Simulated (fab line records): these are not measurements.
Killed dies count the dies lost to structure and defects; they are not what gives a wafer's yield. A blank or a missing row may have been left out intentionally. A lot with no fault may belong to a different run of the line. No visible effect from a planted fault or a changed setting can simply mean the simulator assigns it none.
One fault through the eyes of 3 desks / flow n5 finfet / each desk holds nothing but its own numbers, with what lay behind them at the end
Where a reading is given only as a bound, like >300, the bound stands for it, and a mean or a difference that rests on one is marked > or <: the true number lies beyond.

## THE DEFECT DESK
For each lot, the counts of the inspections along the route, averaged over the sampled wafers that have a number. A lot is out of limits, marked OUT, if its mean lies more than 4 standard deviations from the usual mean; the brackets give that distance.
Columns: A = raw defect count at N5_BEOL_M0_SAQP_INSPECT_42, usual 282; B = raw defect count at N5_BEOL_M0_CUTY_INSPECT_59, usual 2.1
lot=L911; first seen here=day 5 20:43; A=298; B=3.0
lot=L917; first seen here=day 7 09:23; A=278; B=2.7
lot=L919; first seen here=day 8 00:43; A=294; B=2.7
lot=L929; first seen here=day 10 12:58; A=399; B=>100 (>+76) OUT
lot=L930; first seen here=day 10 19:56; A=375; B=>101 (>+76) OUT
lot=L931; first seen here=day 11 00:03; A=241; B=1.7
lot=L932; first seen here=day 11 04:27; A=388; B=1.7
lot=L933; first seen here=day 11 13:01; A=325; B=2.7
Finding of this desk: L929, L930 out of limits; the first was L929 at day 10 14:25, on raw defect count at N5_BEOL_M0_CUTY_INSPECT_59. In limits: L911, L917, L919, L931, L932, L933.

## TOOL OWNER'S DESK, vapor etch-01
The tool's own readings at N5_BEOL_M0_SAQP_RECESS_109 (chemistry HF/NH3, target SiO2, target depth 3 nm, afs cycles 1, sublimation time 60 s): means of the sampled wafers that have a number, for each lot that ran on this tool. A lot is out of limits, marked OUT, if its mean lies more than 4 standard deviations from the usual mean; the brackets give that distance.
Columns: A = drypump motor current A at N5_BEOL_M0_SAQP_RECESS_109, usual 5.5 A
lot=L911; first seen here=day 5 19:25; A=5.9
lot=L917; first seen here=day 7 07:21; A=5.6
lot=L929; first seen here=day 10 11:41; A=5.6
lot=L930; first seen here=day 10 18:24; A=5.6
Finding of this desk: none of the 4 lots has anything out of limits.

## AT THE METROLOGY DESK
Means of the sampled wafers that have a number, per lot and without regard to the tool the lot ran on: this is what the gauges read. A lot is out of limits, marked OUT, if its mean lies more than 4 standard deviations from the usual mean; the brackets give that distance. Of its 10 readings 7 are shown: those that lie furthest out on some lot.
Columns: A = DIBL_N at N5_BEOL_M4_RC_MEAS_101, usual 37.5 mV/V; B = DIBL_P at N5_BEOL_M4_RC_MEAS_101, usual 38 mV/V; C = IOFF_P at N5_BEOL_M4_RC_MEAS_101, usual 0.24 nA/um; D = ION_P at N5_BEOL_M4_RC_MEAS_101, usual 465 uA/um; E = SS_P at N5_BEOL_M4_RC_MEAS_101, usual 73.7 mV/dec; F = VT_N at N5_BEOL_M4_RC_MEAS_101, usual 248 mV; G = VT_P at N5_BEOL_M4_RC_MEAS_101, usual -249 mV
lot=L911; first seen here=day 8 02:04; A=37.3; B=39; C=0.24; D=461; E=73.8; F=251; G=-250
lot=L917; first seen here=day 10 05:40; A=35.6; B=36; C=0.19; D=457; E=73.3; F=252; G=-252
lot=L919; first seen here=day 10 09:25; A=39.3; B=38; C=0.27; D=468; E=73.9; F=248; G=-245
lot=L929; first seen here=day 13 00:09; A=36.9; B=36; C=0.23; D=464; E=73.7; F=247; G=-250
lot=L931; first seen here=day 13 22:26; A=39.2; B=41; C=0.26; D=465; E=74.6; F=246; G=-250
lot=L930; first seen here=day 13 22:40; A=39.7; B=37; C=0.24; D=464; E=73.7; F=249; G=-249
lot=L932; first seen here=day 14 00:07; A=36.6; B=38; C=0.22; D=463; E=73.9; F=251; G=-251
lot=L933; first seen here=day 14 05:08; A=36.3; B=38; C=0.23; D=466; E=73.6; F=250; G=-250
Finding of this desk: none of the 8 lots has anything out of limits.

## BROUGHT TOGETHER
The defect desk could have raised an alarm at day 10 14:25, on L929, L930.
The tool owner's desk saw nothing out of limits.
At the metrology desk, nothing out of limits was observed.
The tool owner's desk has L929, L930 on record, within its limits.
The metrology desk holds a record of L929, L930, inside its limits.
On vapor etch-01, each named lot ran N5_BEOL_M0_SAQP_RECESS_109.

## WHAT HAD BEEN PUT IN BY THE SIMULATOR
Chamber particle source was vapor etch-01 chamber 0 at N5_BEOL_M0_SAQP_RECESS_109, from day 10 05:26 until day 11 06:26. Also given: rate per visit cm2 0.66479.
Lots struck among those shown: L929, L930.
Hours from the fault's start to each desk's first reading out of limits: the defect desk, 9.
